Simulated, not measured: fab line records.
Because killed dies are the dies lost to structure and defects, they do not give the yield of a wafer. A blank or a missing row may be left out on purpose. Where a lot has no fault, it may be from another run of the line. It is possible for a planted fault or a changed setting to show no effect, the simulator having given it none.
The same fault as seen by 3 desks :: flow n5 finfet :: numbers are kept per desk, each desk with only its own; the story behind them comes last

THE DEFECT DESK
Inspection counts along the route, by lot: the mean over sampled wafers that carry a number. A lot is out of limits, marked OUT, if its mean lies more than 4 standard deviations from the usual mean; the brackets give that distance.
Columns: A = raw defect count at N5_BEOL_M0_INSPECT_127, usual 72
lot: L306
first seen here: day 6 06:40
A: 92

lot: L308
first seen here: day 7 13:37
A: 53

lot: L310
first seen here: day 7 15:55
A: 53

lot: L314
first seen here: day 8 14:10
A: 84

lot: L317
first seen here: day 9 14:27
A: 74

lot: L318
first seen here: day 9 15:29
A: 46

lot: L321
first seen here: day 10 01:53
A: 83

lot: L323
first seen here: day 10 18:19
A: 53

lot: L326
first seen here: day 11 21:29
A: 65
Finding of this desk: none of the 9 lots has anything out of limits.

TOOL OWNER'S DESK, litho track-03
The tool's own readings at N5_BEOL_M1_COAT_67 (time 60 s, resist thk 60 nm): means of the sampled wafers that have a number, for each lot that ran on this tool. A lot is out of limits, marked OUT, if its mean lies more than 4 standard deviations from the usual mean; the brackets give that distance.
Columns: A = exhaust pa at N5_BEOL_M1_COAT_67, usual 45.0 Pa; B = resist line temp C at N5_BEOL_M1_COAT_67, usual 22.98 C; C = spin speed rpm at N5_BEOL_M1_COAT_67, usual 1500.2 rpm
lot: L306
first seen here: day 6 10:29
A: 44.4
B: 23.01
C: 1501.8

lot: L310
first seen here: day 7 18:17
A: 45.2
B: 22.93
C: 1500.7

lot: L314
first seen here: day 8 16:58
A: 44.8
B: 23.02
C: 1500.2

lot: L318
first seen here: day 9 19:15
A: 45.2
B: 23.04
C: 1537.7 (+34) OUT

lot: L323
first seen here: day 10 22:59
A: 45.3
B: 23.08
C: 1538.0 (+34) OUT
Finding of this desk: L318, L323 out of limits; the first was L318 at day 9 19:15, on spin speed rpm at N5_BEOL_M1_COAT_67. L306, L310, L314 stayed within limits.

METROLOGY DESK
Lot by lot, what the gauges showed, no matter which tool ran the lot: averages of those sampled wafers that carry a number. A lot is out of limits, marked OUT, if its mean lies more than 4 standard deviations from the usual mean; the brackets give that distance. Only the readings that lie furthest out on some lot appear, 7 of the 10 it has.
Columns: A = DIBL_N at N5_BEOL_M4_RC_MEAS_101, usual 36.2 mV/V; B = IOFF_N at N5_BEOL_M4_RC_MEAS_101, usual 0.155 nA/um; C = IOFF_P at N5_BEOL_M4_RC_MEAS_101, usual 0.210 nA/um; D = ION_P at N5_BEOL_M4_RC_MEAS_101, usual 465 uA/um; E = SS_N at N5_BEOL_M4_RC_MEAS_101, usual 71.4 mV/dec; F = VT_N at N5_BEOL_M4_RC_MEAS_101, usual 249.9 mV; G = VT_P at N5_BEOL_M4_RC_MEAS_101, usual -250 mV
lot: L306
first seen here: day 7 20:34
A: 35.7
B: 0.157
C: 0.230
D: 473
E: 70.9
F: 247.1
G: -247

lot: L308
first seen here: day 9 07:53
A: 36.7
B: 0.164
C: 0.227
D: 465
E: 71.2
F: 249.2
G: -248

lot: L310
first seen here: day 10 00:17
A: 34.7
B: 0.150
C: 0.216
D: 470
E: 71.1
F: 250.5
G: -251

lot: L314
first seen here: day 11 05:05
A: 36.0
B: 0.151
C: 0.224
D: 471
E: 71.2
F: 250.2
G: -246

lot: L317
first seen here: day 12 04:12
A: 37.4
B: 0.164
C: 0.218
D: 468
E: 71.6
F: 249.5
G: -247

lot: L318
first seen here: day 12 09:59
A: 35.3
B: 0.159
C: 0.226
D: 468
E: 71.3
F: 249.6
G: -248

lot: L323
first seen here: day 12 20:55
A: 35.1
B: 0.156
C: 0.213
D: 469
E: 71.1
F: 247.6
G: -248

lot: L321
first seen here: day 13 04:23
A: 37.9
B: 0.158
C: 0.174
D: 457
E: 71.3
F: 250.3
G: -255

lot: L326
first seen here: day 14 17:31
A: 37.0
B: 0.173
C: 0.215
D: 466
E: 71.4
F: 247.6
G: -251
Finding of this desk: none of the 9 lots has anything out of limits.

TAKEN TOGETHER
The tool owner's desk could have raised an alarm at day 9 19:15, on L318, L323.
No out-of-limits result turned up at the defect desk.
At the metrology desk, nothing out of limits was observed.
The defect desk has L318, L323 on record, within its limits.
The metrology desk holds a record of L318, L323, inside its limits.
Of the lots named, all ran N5_BEOL_M1_COAT_67 on litho track-03.

WHAT HAD BEEN PUT IN BY THE SIMULATOR
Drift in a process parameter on litho track-03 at N5_BEOL_M1_COAT_67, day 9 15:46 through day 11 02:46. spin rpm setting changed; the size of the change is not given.
Lots struck among those shown: L318, L323.
Hours from the fault's start to each desk's first reading out of limits: the tool owner's desk, 3.
